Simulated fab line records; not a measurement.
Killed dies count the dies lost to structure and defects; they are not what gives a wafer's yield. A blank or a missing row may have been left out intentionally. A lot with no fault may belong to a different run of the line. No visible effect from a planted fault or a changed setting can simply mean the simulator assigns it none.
fab line records | flow n5Finfet
record: lots: 7 | wafers: 21
route steps=1938 shown WELL_APT@21 DUMMY_GATE@222 SD_EPI_N@288 SD_EPI_P@296 SD_ACTIVATION@330 SDB@348
startH: start of the lot's first displayed wafer, in hours after the record's first day | waitH: how many hours have passed since the lot's step before this one | " same as the row above | L1.1+2: one row covering several wafers at once | - no value, or no start given | * or withheld: withheld | < > ~ a bound
route shown NAME@n: NAME is a module with steps in the file, n the number in the route of the first one | usual: average and standard deviation across the fault-free wafers | same: alike in all rows | chamber/n: place in a boat | sites: each site's reading | _std_site: the values' standard deviation | _edge_site: mean of outer sites minus mean of inner sites | radiusMm: for every site, how far away it sits from the centre of the wafer | mask NAME#n: copy n | behind: the last tool/chamber to shape the wafer | hold: why the lot went on hold/how many hours it stayed there/how the hold came to an end | device: which transistor (n, p or np) failed to switch | end of line: the tests these same wafers got at the end of their route | step lacking rows: just its recipe | killed: at the first sort, the dies lost to defects and structure; wafer yield is something else | map: the dies of a wafer, with x for killed, . for not killed, _ for no die there
set.NAME: setting as actually run; set.NAME@STEP: the setting as run at that earlier step | model.NAME: the simulator's own value behind a step, which no gauge read
one table per step and one row per wafer, for lots whose settings were changed on purpose
== steps ==
step: N5_WELL_APT_COAT_02
recipe: spinRpm: 1357 | resistThkNm: 950
lot.wafer | tool          | chamber | startH | waitH | set.spinRpm | model.coat_of_WELL_APT_COAT_02.thkNm
L078.2    | lithoTrack-05 | 0       | -      | -     | 1230        | 996.1
L078.4    | "             | 0       | "      | "     | 1357        | 948.6
L078.5    | "             | 0       | "      | "     | 1357        | 945.9
L080.1    | lithoTrack-05 | 0       | -      | -     | 1357        | 947.5
L080.4    | "             | 0       | "      | "     | 1357        | 947.7
L080.6    | "             | 0       | "      | "     | 1357        | 944.1
L083.2    | lithoTrack-05 | 0       | -      | -     | 1283        | 974.2
L083.3    | "             | 0       | "      | "     | 1357        | 948.3
L083.6    | "             | 0       | "      | "     | 1283        | 975.2
L084.1    | lithoTrack-05 | 0       | -      | -     | 1357        | 950.6
L084.3    | "             | 0       | "      | "     | 1486        | 909.3
L084.4    | "             | 0       | "      | "     | 1357        | 951.1
L087.3    | lithoTrack-05 | 0       | -      | -     | 1357        | 951.1
L087.4    | "             | 0       | "      | "     | 1490        | 910.2
L087.6    | "             | 0       | "      | "     | 1490        | 909
L095.1    | lithoTrack-01 | 0       | -      | -     | 1357        | 949.9
L095.3    | "             | 0       | "      | "     | 1357        | 952.3
L095.6    | "             | 0       | "      | "     | 1357        | 952.6
L097.4    | lithoTrack-04 | 0       | -      | -     | 1357        | 948.6
L097.5    | "             | 0       | "      | "     | 1357        | 950.7
L097.6    | "             | 0       | "      | "     | 1357        | 950.1
step: N5_WELL_APT_PEB_06
recipe: pebTempC: 130 | pebTimeS: 90
lot.wafer  | tool          | chamber | startH | waitH | set.pebTimeS
L078.2+4+5 | lithoTrack-01 | 0       | 37.57  | 0.0   | 90
L080.1+4   | lithoTrack-04 | 0       | 49.57  | 0.1   | 90
L080.6     | "             | 0       | "      | "     | 97.09
L083.2+3+6 | lithoTrack-04 | 0       | 67.69  | 0.0   | 90
L084.1+3   | lithoTrack-01 | 0       | 73.45  | 0.1   | 105.6
L084.4     | "             | 0       | "      | "     | 90
L087.3     | lithoTrack-01 | 0       | 91.57  | 0.0   | 90
L087.4+6   | "             | 0       | "      | "     | 108.5
L095.1+6   | lithoTrack-01 | 0       | 139.77 | 0.1   | 84.55
L095.3     | "             | 0       | "      | "     | 90
L097.4+5+6 | lithoTrack-05 | 0       | 151.61 | 0.0   | 90
step: N5_WELL_APT_DEVELOP_07
recipe: developTimeS: 45 | rinseLiquid: surfactantRinse | dry: airSpin | devTempC: 21
step: N5_WELL_APT_HARDBAKE_12
recipe: tempC: 130 | timeS: 120
step: N5_WELL_APT_CD_MEAS_08
recipe: targetCdNm: 200 | landingEnergyEv: 500 | detector: seInlens
usual: cdNm: 200.2/1.5
lot.wafer | tool     | chamber | startH | waitH | set.pebTimeS@WELL_APT_PEB_06 | cdNm
L078.2    | cdSem-03 | 0       | 37.69  | -     | 90                           | 197.8
L078.4    | "        | 0       | "      | "     | 90                           | 199.8
L078.5    | "        | 0       | "      | "     | 90                           | 199.9
L080.1    | cdSem-01 | 0       | 49.68  | -     | 90                           | 200.2
L080.4    | "        | 0       | "      | "     | 90                           | 202.1
L080.6    | "        | 0       | "      | "     | 97.09                        | 203.2
L083.2    | cdSem-03 | 0       | 67.81  | -     | 90                           | 197.4
L083.3    | "        | 0       | "      | "     | 90                           | 200.9
L083.6    | "        | 0       | "      | "     | 90                           | 199.2
L084.1    | cdSem-03 | 0       | 73.56  | -     | 105.6                        | 206.4
L084.3    | "        | 0       | "      | "     | 105.6                        | 207.8
L084.4    | "        | 0       | "      | "     | 90                           | 201.2
L087.3    | cdSem-01 | 0       | 91.69  | -     | 90                           | 200.0
L087.4    | "        | 0       | "      | "     | 108.5                        | 207.4
L087.6    | "        | 0       | "      | "     | 108.5                        | 208.7
L095.1    | cdSem-03 | 0       | 139.88 | -     | 84.55                        | 198.0
L095.3    | "        | 0       | "      | "     | 90                           | 199.4
L095.6    | "        | 0       | "      | "     | 84.55                        | 196.9
L097.4    | cdSem-01 | 0       | 151.73 | -     | 90                           | 197.3
L097.5    | "        | 0       | "      | "     | 90                           | 199.3
L097.6    | "        | 0       | "      | "     | 90                           | 200.5
step: N5_WELL_APT_DESCUM_13
recipe: chemistry: O2 | timeS: 7.9 | sourcePowerW: 50 | biasPowerW: 20 | pressureMtorr: 20 | rfFrequencyHz: 2.712e+07 | tempC: 40 | o2FlowSccm: 225
lot.wafer | tool       | chamber | startH | waitH | set.pebTimeS@WELL_APT_PEB_06 | model.WELL_APT.cdNm
L078.2    | rieDiel-04 | 0       | 38.00  | 0.3   | 90                           | 197.7
L078.4    | "          | 2       | "      | "     | 90                           | 199.9
L078.5    | "          | 0       | "      | "     | 90                           | 200
L080.1    | rieDiel-04 | 1       | 49.77  | 0.0   | 90                           | 200.2
L080.4    | "          | 2       | "      | "     | 90                           | 202
L080.6    | "          | 3       | "      | "     | 97.09                        | 202.9
L083.2    | rieDiel-05 | 0       | 67.89  | 0.0   | 90                           | 197.3
L083.3    | "          | 1       | "      | "     | 90                           | 200.9
L083.6    | "          | 1       | "      | "     | 90                           | 199
L084.1    | rieDiel-04 | 0       | 73.69  | 0.1   | 105.6                        | 206.6
L084.3    | "          | 3       | "      | "     | 105.6                        | 207.3
L084.4    | "          | 3       | "      | "     | 90                           | 201
L087.3    | rieDiel-04 | 3       | 91.78  | 0.0   | 90                           | 199.7
L087.4    | "          | 2       | "      | "     | 108.5                        | 207.4
L087.6    | "          | 0       | "      | "     | 108.5                        | 208.8
L095.1    | rieDiel-04 | 0       | 139.98 | 0.0   | 84.55                        | 197.6
L095.3    | "          | 1       | "      | "     | 90                           | 199.6
L095.6    | "          | 1       | "      | "     | 84.55                        | 196.9
L097.4    | rieDiel-02 | 0       | 151.81 | 0.0   | 90                           | 197.7
L097.5    | "          | 0       | "      | "     | 90                           | 199.5
L097.6    | "          | 1       | "      | "     | 90                           | 200.4
step: N5_DUMMY_GATE_COAT_34
recipe: resist: SOC | tempC: 250 | timeS: 60 | spinRpm: 1500 | resistThkNm: 60
lot.wafer | tool          | chamber | startH | waitH | set.spinRpm | model.SOC_of_DUMMY_GATE_COAT_34.thkNm
L078.2    | lithoTrack-03 | 0       | 68.98  | 0.0   | 1396        | 62.4
L078.4    | "             | 0       | "      | "     | 1500        | 59.8
L078.5    | "             | 0       | "      | "     | 1396        | 62.2
L080.1    | lithoTrack-02 | 0       | 83.63  | 0.0   | 1379        | 62.6
L080.4+6  | "             | 0       | "      | "     | 1500        | 60
L083.2    | lithoTrack-05 | 0       | 100.22 | 0.0   | 1392        | 62.4
L083.3    | "             | 0       | "      | "     | 1500        | 60
L083.6    | "             | 0       | "      | "     | 1500        | 60.2
L084.1    | lithoTrack-03 | 0       | 104.30 | 0.0   | 1439        | 61.2
L084.3+4  | "             | 0       | "      | "     | 1500        | 60
L087.3+6  | lithoTrack-03 | 0       | 123.46 | 0.0   | 1384        | 62.4
L087.4    | "             | 0       | "      | "     | 1500        | 60
L095.1+3  | lithoTrack-03 | 0       | 171.59 | 0.0   | 1500        | 60.4
L095.6    | "             | 0       | "      | "     | 1432        | 61.8
L097.4+5  | lithoTrack-02 | 0       | 183.02 | 0.0   | 1500        | 59.8
L097.6    | "             | 0       | "      | "     | 1500        | 59.6
step: N5_DUMMY_GATE_DESCUM_20
recipe: chemistry: O2 | timeS: 6.2 | sourcePowerW: 50 | biasPowerW: 20 | pressureMtorr: 20 | rfFrequencyHz: 2.712e+07 | tempC: 40 | resist: CAR-EUV | o2FlowSccm: 225
lot.wafer  | tool       | chamber | startH | waitH | set.timeS | model.CAR-EUV_of_DUMMY_GATE_COAT_09.thkNm
L078.2+4   | rieDiel-01 | 0,2     | 69.50  | 0.0   | 4.998     | 27
L078.5     | "          | 3       | "      | "     | 6.2       | 26.4
L080.1     | rieDiel-06 | 0       | 84.36  | 0.4   | 7.296     | 25.8
L080.4+6   | "          | 3,1     | "      | "     | 6.2       | 26.4
L083.2+6   | rieDiel-01 | 1,0     | 100.82 | 0.2   | 6.2       | 26.4
L083.3     | "          | 3       | "      | "     | 6.2       | 26.6
L084.1+4   | rieDiel-06 | 1,0     | 104.70 | 0.0   | 6.2       | 26.6
L084.3     | "          | 2       | "      | "     | 6.2       | 26.8
L087.3     | rieDiel-06 | 0       | 123.86 | 0.0   | 6.2       | 26.6
L087.4     | "          | 1       | "      | "     | 5.136     | 26.8
L087.6     | "          | 3       | "      | "     | 5.136     | 27
L095.1+6   | rieDiel-03 | 0,3     | 171.98 | 0.0   | 6.967     | 26.2
L095.3     | "          | 1       | "      | "     | 6.2       | 26.6
L097.4+5+6 | rieDiel-06 | 2,2,3   | 183.41 | 0.0   | 6.2       | 26.6
step: N5_DUMMY_GATE_ETCH_29
recipe: chemistry: N2/H2 | target: underlayer | targetDepthA: 130 | ionEnergyEv: 200 | pressureMtorr: 30 | sourceW: 840 | biasW: 150 | n2FlowSccm: 200 | h2FlowSccm: 200
step: N5_DUMMY_GATE_ETCH_36
recipe: chemistry: CF4 | target: SiARC | targetDepthA: 130 | pressureMtorr: 40 | sourceW: 545 | biasW: 36 | Ar_flow_sccm: 100 | cf4FlowSccm: 100 | ionEnergyEv: 80
step: N5_DUMMY_GATE_ETCH_37
recipe: chemistry: N2/H2 | target: SOC | targetDepthA: 600 | overetchA: 300 | tempC: 40 | ionEnergyEv: 200 | pressureMtorr: 30 | sourceW: 840 | biasW: 150 | n2FlowSccm: 200 | h2FlowSccm: 200
lot.wafer | tool       | chamber | startH | waitH | set.spinRpm@DUMMY_GATE_COAT_34 | model.etch.depthNm
L078.2    | rieDiel-01 | 0       | 69.65  | 0.0   | 1396                           | 62.38
L078.4    | "          | 2       | "      | "     | 1500                           | 59.8
L078.5    | "          | 3       | "      | "     | 1396                           | 62.14
L080.1    | rieDiel-06 | 0       | 84.50  | 0.0   | 1379                           | 62.62
L080.4    | "          | 3       | "      | "     | 1500                           | 60.02
L080.6    | "          | 1       | "      | "     | 1500                           | 59.92
L083.2    | rieDiel-01 | 1       | 100.97 | 0.0   | 1392                           | 62.46
L083.3    | "          | 3       | "      | "     | 1500                           | 59.96
L083.6    | "          | 0       | "      | "     | 1500                           | 60.25
L084.1    | rieDiel-06 | 1       | 104.84 | 0.0   | 1439                           | 61.21
L084.3    | "          | 2       | "      | "     | 1500                           | 60.07
L084.4    | "          | 0       | "      | "     | 1500                           | 59.93
L087.3    | rieDiel-06 | 0       | 124.00 | 0.0   | 1384                           | 62.44
L087.4    | "          | 1       | "      | "     | 1500                           | 60
L087.6    | "          | 3       | "      | "     | 1384                           | 62.37
L095.1    | rieDiel-03 | 0       | 172.13 | 0.0   | 1500                           | 60.38
L095.3    | "          | 1       | "      | "     | 1500                           | 60.45
L095.6    | "          | 3       | "      | "     | 1432                           | 61.86
L097.4+5  | rieDiel-06 | 2       | 183.56 | 0.0   | 1500                           | 59.81
L097.6    | "          | 3       | "      | "     | 1500                           | 59.67
step: N5_SD_EPI_N_EPI_21
recipe: material: Si:P | dopant: P | tempC: 680 | pressureTorr: 255 | timeS: 690
lot.wafer | tool        | chamber | startH | waitH | set.epiGrowthTimeS | model.Si-P_of_SD_EPI_N_EPI_21.thkNm
L078.2+5  | epiRpcvd-01 | 0       | 74.07  | 0.5   | 690                | 58.6
L078.4    | "           | 0       | "      | "     | 690                | 58.4
L080.1+6  | epiRpcvd-01 | 0       | 89.68  | 0.2   | 754.4              | 62.4
L080.4    | "           | 0       | 90.80  | 1.2   | 690                | 58.4
L083.2    | epiRpcvd-01 | 0       | 105.36 | 0.5   | 741.7              | 62.8
L083.3    | "           | 0       | "      | "     | 690                | 59.2
L083.6    | "           | 0       | 106.85 | 1.9   | 690                | 58.8
L084.1    | epiRpcvd-02 | 0       | 108.72 | 0.1   | 690                | 60
L084.3    | "           | 0       | "      | "     | 717.1              | 60.2
L084.4    | "           | 0       | "      | "     | 690                | 58.8
L087.3    | epiRpcvd-04 | 0       | 128.55 | 0.7   | 690                | 59.8
L087.4    | "           | 0       | "      | "     | 690                | 59.6
L087.6    | "           | 0       | "      | "     | 690                | 60
L095.1    | epiRpcvd-02 | 0       | 176.84 | 0.2   | 690                | 57.4
L095.3    | "           | 0       | "      | "     | 690                | 58.4
L095.6    | "           | 0       | 178.70 | 1.9   | 690                | 58.2
L097.4    | epiRpcvd-01 | 0       | 190.98 | 0.9   | 690                | 58
L097.5    | "           | 0       | "      | "     | 690                | 58.2
L097.6    | "           | 0       | "      | "     | 690                | 58.6
step: N5_SD_EPI_P_COAT_35
recipe: resist: SiARC | tempC: 220 | timeS: 60 | spinRpm: 1500 | resistThkNm: 35
lot.wafer  | tool          | chamber | startH | waitH | set.spinRpm | model.SiARC_of_SD_EPI_P_COAT_35.thkNm
L078.2+4   | lithoTrack-01 | 0       | -      | -     | 1500        | 35
L078.5     | "             | 0       | "      | "     | 1564        | 34.2
L080.1+6   | lithoTrack-02 | 0       | -      | -     | 1500        | 35
L080.4     | "             | 0       | "      | "     | 1500        | 35.2
L083.2     | lithoTrack-02 | 0       | -      | -     | 1500        | 35
L083.3+6   | "             | 0       | "      | "     | 1340        | 37.2
L084.1     | lithoTrack-02 | 0       | -      | -     | 1400        | 36.2
L084.3+4   | "             | 0       | "      | "     | 1500        | 35
L087.3+4+6 | lithoTrack-01 | 0       | -      | -     | 1500        | 35
L095.1+3   | lithoTrack-03 | 0       | -      | -     | 1390        | 36.6
L095.6     | "             | 0       | "      | "     | 1500        | 35.2
L097.4+5+6 | lithoTrack-02 | 0       | -      | -     | 1500        | 34.8
step: N5_SD_EPI_P_COAT_03
recipe: resist: CAR-ArF-block | spinRpm: 1500 | resistThkNm: 150
step: N5_SD_EPI_P_EBR_05
recipe: solvent: PGMEA | ebrWidthMm: 1.5
step: N5_SD_EPI_P_DESCUM_14
recipe: chemistry: O2 | timeS: 7.9 | sourcePowerW: 50 | biasPowerW: 20 | pressureMtorr: 20 | rfFrequencyHz: 2.712e+07 | tempC: 40 | resist: CAR-ArF-block | o2FlowSccm: 225
step: N5_SD_EPI_P_ETCH_36
recipe: chemistry: CF4 | target: SiARC | targetDepthA: 455 | maskMaterial: CAR-ArF-block | timeS: 75.8 | ionEnergyEv: 80 | pressureMtorr: 40 | sourceW: 545 | biasW: 36 | Ar_flow_sccm: 100 | cf4FlowSccm: 100 | ends: cleared
lot.wafer | tool       | chamber | startH | waitH | set.spinRpm@SD_EPI_P_COAT_35 | model.etch.depthNm | model.CAR-ArF-block_of_SD_EPI_P_COAT_03.thkNm
L078.2    | rieDiel-03 | 1       | 77.05  | 0.0   | 1500                         | 34.99              | 111.4
L078.4    | "          | 2       | "      | "     | 1500                         | 34.94              | 111.2
L078.5    | "          | 2       | "      | "     | 1564                         | 34.19              | 111.6
L080.1    | rieDiel-03 | 0       | 93.11  | 0.0   | 1500                         | 35.05              | 110.4
L080.4    | "          | 3       | "      | "     | 1500                         | 35.16              | 110.8
L080.6    | "          | 2       | "      | "     | 1500                         | 34.99              | 110.6
L083.2    | rieDiel-03 | 2       | 108.34 | 0.0   | 1500                         | 35.09              | 111.6
L083.3    | "          | 1       | "      | "     | 1340                         | 37.25              | 109.2
L083.6    | "          | 2       | "      | "     | 1340                         | 37.28              | 109.2
L084.1    | rieDiel-03 | 3       | 111.39 | 0.0   | 1400                         | 36.24              | 109.4
L084.3    | "          | 1       | "      | "     | 1500                         | 35.06              | 111
L084.4    | "          | 0       | "      | "     | 1500                         | 35.02              | 110.6
L087.3    | rieDiel-06 | 1       | 130.68 | 0.0   | 1500                         | 35.02              | 110.6
L087.4    | "          | 2       | "      | "     | 1500                         | 34.92              | 110.8
L087.6    | "          | 1       | "      | "     | 1500                         | 35.07              | 110.4
L095.1    | rieDiel-06 | 3       | 180.44 | 0.0   | 1390                         | 36.63              | 109.8
L095.3    | "          | 2       | "      | "     | 1390                         | 36.54              | 110.2
L095.6    | "          | 0       | "      | "     | 1500                         | 35.22              | 111.4
L097.4    | rieDiel-03 | 1       | 193.25 | 0.0   | 1500                         | 34.88              | 111.2
L097.5+6  | "          | 2,3     | "      | "     | 1500                         | 34.82              | 110.8
step: N5_SD_EPI_P_ETCH_37
recipe: chemistry: N2/H2 | target: SOC | overetchA: 1080 | maskMaterial: SiARC | tempC: 40 | ionEnergyEv: 100 | sourceW: 3000 | biasW: 133 | pressureMtorr: 20 | timeS: 486 | n2FlowSccm: 200 | h2FlowSccm: 200 | ends: endPoint
step: N5_SD_EPI_P_STRIP_38
recipe: chemistry: N2/H2 | tempC: 40 | n2FlowSccm: 200 | h2FlowSccm: 200 | rfFrequencyHz: 6e+07
step: N5_SD_EPI_P_EPI_21
recipe: material: SiGe:B | dopant: B | tempC: 550 | pressureTorr: 20 | ambient: H2 | timeS: 355
step: N5_SD_EPI_P_HM_STRIP_48
recipe: chemistry: H3PO4 | tempC: 160 | material: SiNx | target: SiNx | targetDepthA: 30 | overetchFraction: 0.3
lot.wafer | tool        | chamber | startH | waitH | set.epiGrowthTimeS@SD_EPI_N_EPI_21 | model.Si-P_of_SD_EPI_N_EPI_21.thkNm
L078.2+5  | wetBench-03 | 5,3     | 80.59  | 0.0   | 690                                | 58
L078.4    | "           | 0       | "      | "     | 690                                | 57.8
L080.1    | wetBench-03 | 0       | 96.65  | 0.0   | 754.4                              | 61.8
L080.4    | "           | 3       | "      | "     | 690                                | 57.8
L080.6    | "           | 4       | "      | "     | 754.4                              | 61.6
L083.2    | wetBench-02 | 3       | 112.73 | 0.0   | 741.7                              | 62.2
L083.3    | "           | 0       | "      | "     | 690                                | 58.4
L083.6    | "           | 7       | "      | "     | 690                                | 58.2
L084.1    | wetBench-02 | 7       | 114.94 | 0.0   | 690                                | 59.2
L084.3    | "           | 5       | "      | "     | 717.1                              | 59.6
L084.4    | "           | 4       | "      | "     | 690                                | 58.2
L087.3    | wetBench-03 | 7       | 134.22 | 0.0   | 690                                | 59.2
L087.4    | "           | 3       | "      | "     | 690                                | 58.8
L087.6    | "           | 4       | "      | "     | 690                                | 59.4
L095.1    | wetBench-06 | 1       | 185.28 | 0.0   | 690                                | 56.8
L095.3    | "           | 6       | "      | "     | 690                                | 57.8
L095.6    | "           | 3       | "      | "     | 690                                | 57.6
L097.4    | wetBench-03 | 2       | 197.61 | 0.0   | 690                                | 57.4
L097.5    | "           | 3       | "      | "     | 690                                | 57.6
L097.6    | "           | 0       | "      | "     | 690                                | 58
step: N5_SD_EPI_P_SRD_49
recipe: dry: ipaMarangoni | timeS: 30 | tempC: 23 | rinseLiquid: diw
step: N5_SD_EPI_P_PRECLEAN_24
recipe: chemistry: O3/DIW | timeS: 45 | tempC: 22 | o3Ppm: 10
step: N5_SD_ACTIVATION_RTA_00
recipe: tempC: 975 | timeS: 0 | ambient: N2 | idleTempC: 600 | rampUpCPerS: 150 | rampDownCPerS: 60 | coolToC: 600
step: N5_SD_ACTIVATION_LSA_01
recipe: tempC: 1080 | timeS: 0.0008 | ambient: N2
step: N5_SD_ACTIVATION_RS_MEAS_03
recipe: thkMeasGauge: four-point-probe
usual: RS_SD_N: 21.95/0.28 | RS_SD_P: 56.1/0.86
lot.wafer | tool         | chamber | startH | waitH | set.epiGrowthTimeS@SD_EPI_N_EPI_21 | RS_SD_N[ohm/sq] | RS_SD_P[ohm/sq]
L078.2    | filmMetro-01 | -       | 81.21  | 0.2   | 690                                | 22.15           | 57.6
L078.4    | "            | -       | "      | "     | 690                                | 22.11           | 56.4
L078.5    | "            | -       | "      | "     | 690                                | 22.12           | 56.5
L080.1    | filmMetro-02 | -       | 97.34  | 0.2   | 754.4                              | 20.95           | 57.3
L080.4    | "            | -       | "      | "     | 690                                | 22.26           | 56.7
L080.6    | "            | -       | "      | "     | 754.4                              | 20.83           | 57.0
L083.2    | filmMetro-02 | -       | 113.33 | 0.2   | 741.7                              | 20.57           | 56.6
L083.3    | "            | -       | "      | "     | 690                                | 21.91           | 56.5
L083.6    | "            | -       | "      | "     | 690                                | 22.03           | 56.2
L084.1    | filmMetro-01 | -       | 115.56 | 0.2   | 690                                | 21.79           | 55.2
L084.3    | "            | -       | "      | "     | 717.1                              | 21.58           | 56.5
L084.4    | "            | -       | "      | "     | 690                                | 21.98           | 56.4
L087.3    | filmMetro-02 | -       | 134.85 | 0.2   | 690                                | 21.64           | 55.2
L087.4    | "            | -       | "      | "     | 690                                | 21.60           | 55.8
L087.6    | "            | -       | "      | "     | 690                                | 21.56           | 55.8
L095.1    | filmMetro-01 | -       | 185.85 | 0.2   | 690                                | 22.37           | 55.5
L095.3    | "            | -       | "      | "     | 690                                | 21.97           | 55.6
L095.6    | "            | -       | "      | "     | 690                                | 22.00           | 55.7
L097.4    | filmMetro-01 | -       | 198.25 | 0.1   | 690                                | 22.28           | 57.9
L097.5    | "            | -       | "      | "     | 690                                | 22.43           | 57.3
L097.6    | "            | -       | "      | "     | 690                                | 22.16           | 57.2
step: N5_SDB_COAT_03
recipe: resist: SOC | tempC: 250 | timeS: 60 | spinRpm: 1500 | resistThkNm: 100
lot.wafer | tool          | chamber | startH | waitH | set.spinRpm | model.SOC_of_SDB_COAT_03.thkNm
L078.2+5  | lithoTrack-05 | 0       | 87.90  | 0.1   | 1500        | 100.6
L078.4    | "             | 0       | "      | "     | 1500        | 100.4
L080.1+4  | lithoTrack-04 | 0       | 104.15 | 0.1   | 1575        | 97.6
L080.6    | "             | 0       | "      | "     | 1500        | 100.4
L083.2    | lithoTrack-04 | 0       | 120.57 | 0.1   | 1358        | 105.2
L083.3    | "             | 0       | "      | "     | 1500        | 100.8
L083.6    | "             | 0       | "      | "     | 1358        | 105.6
L084.1    | lithoTrack-04 | 0       | 122.70 | 0.1   | 1500        | 99.6
L084.3    | "             | 0       | "      | "     | 1500        | 100
L084.4    | "             | 0       | "      | "     | 1427        | 102.4
L087.3    | lithoTrack-05 | 0       | 141.96 | 0.1   | 1500        | 99.8
L087.4    | "             | 0       | "      | "     | 1500        | 100.4
L087.6    | "             | 0       | "      | "     | 1568        | 98
L095.1    | lithoTrack-02 | 0       | 194.44 | 0.1   | 1500        | 100.2
L095.3    | "             | 0       | "      | "     | 1426        | 103
L095.6    | "             | 0       | "      | "     | 1426        | 102.8
L097.4+5  | lithoTrack-05 | 0       | 205.25 | 0.0   | 1500        | 100
L097.6    | "             | 0       | "      | "     | 1500        | 100.4
== key ==
split: step: N5_WELL_APT_COAT_02 | setting: spinRpm | stated: 1357 | by: wafer
response: step: N5_WELL_APT_COAT_02 | reading: model.coat_of_WELL_APT_COAT_02.thkNm | change: -4.62 | per: 1% | r: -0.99
split: step: N5_WELL_APT_PEB_06 | setting: pebTimeS | stated: 90 | by: wafer
response: step: N5_WELL_APT_CD_MEAS_08 | reading: cdNm | change: +0.361 | per: 1% | r: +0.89
response: step: N5_WELL_APT_DESCUM_13 | reading: model.WELL_APT.cdNm | change: +0.37 | per: 1% | r: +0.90
split: step: N5_DUMMY_GATE_COAT_34 | setting: spinRpm | stated: 1500 | by: wafer
response: step: N5_DUMMY_GATE_COAT_34 | reading: model.SOC_of_DUMMY_GATE_COAT_34.thkNm | change: -0.323 | per: 1% | r: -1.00
response: step: N5_DUMMY_GATE_ETCH_37 | reading: model.etch.depthNm | change: -0.326 | per: 1% | r: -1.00
split: step: N5_DUMMY_GATE_DESCUM_20 | setting: timeS | stated: 6.2 | by: wafer
response: step: N5_DUMMY_GATE_DESCUM_20 | reading: model.CAR-EUV_of_DUMMY_GATE_COAT_09.thkNm | change: -0.0285 | per: 1% | r: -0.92
split: step: N5_SD_EPI_N_EPI_21 | setting: epiGrowthTimeS | stated: 690 | by: wafer
response: step: N5_SD_EPI_N_EPI_21 | reading: model.Si-P_of_SD_EPI_N_EPI_21.thkNm | change: +0.435 | per: 1% | r: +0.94
response: step: N5_SD_EPI_P_HM_STRIP_48 | reading: model.Si-P_of_SD_EPI_N_EPI_21.thkNm | change: +0.436 | per: 1% | r: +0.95
response: step: N5_SD_ACTIVATION_RS_MEAS_03 | reading: RS_SD_N | change: -0.154 | per: 1% | r: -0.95
split: step: N5_SD_EPI_P_COAT_35 | setting: spinRpm | stated: 1500 | by: wafer
response: step: N5_SD_EPI_P_COAT_35 | reading: model.SiARC_of_SD_EPI_P_COAT_35.thkNm | change: -0.196 | per: 1% | r: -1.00
response: step: N5_SD_EPI_P_ETCH_36 | reading: model.etch.depthNm | change: -0.193 | per: 1% | r: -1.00
response: step: N5_SD_EPI_P_ETCH_36 | reading: model.CAR-ArF-block_of_SD_EPI_P_COAT_03.thkNm | change: +0.202 | per: 1% | r: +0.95
split: step: N5_SDB_COAT_03 | setting: spinRpm | stated: 1500 | by: wafer
response: step: N5_SDB_COAT_03 | reading: model.SOC_of_SDB_COAT_03.thkNm | change: -0.508 | per: 1% | r: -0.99
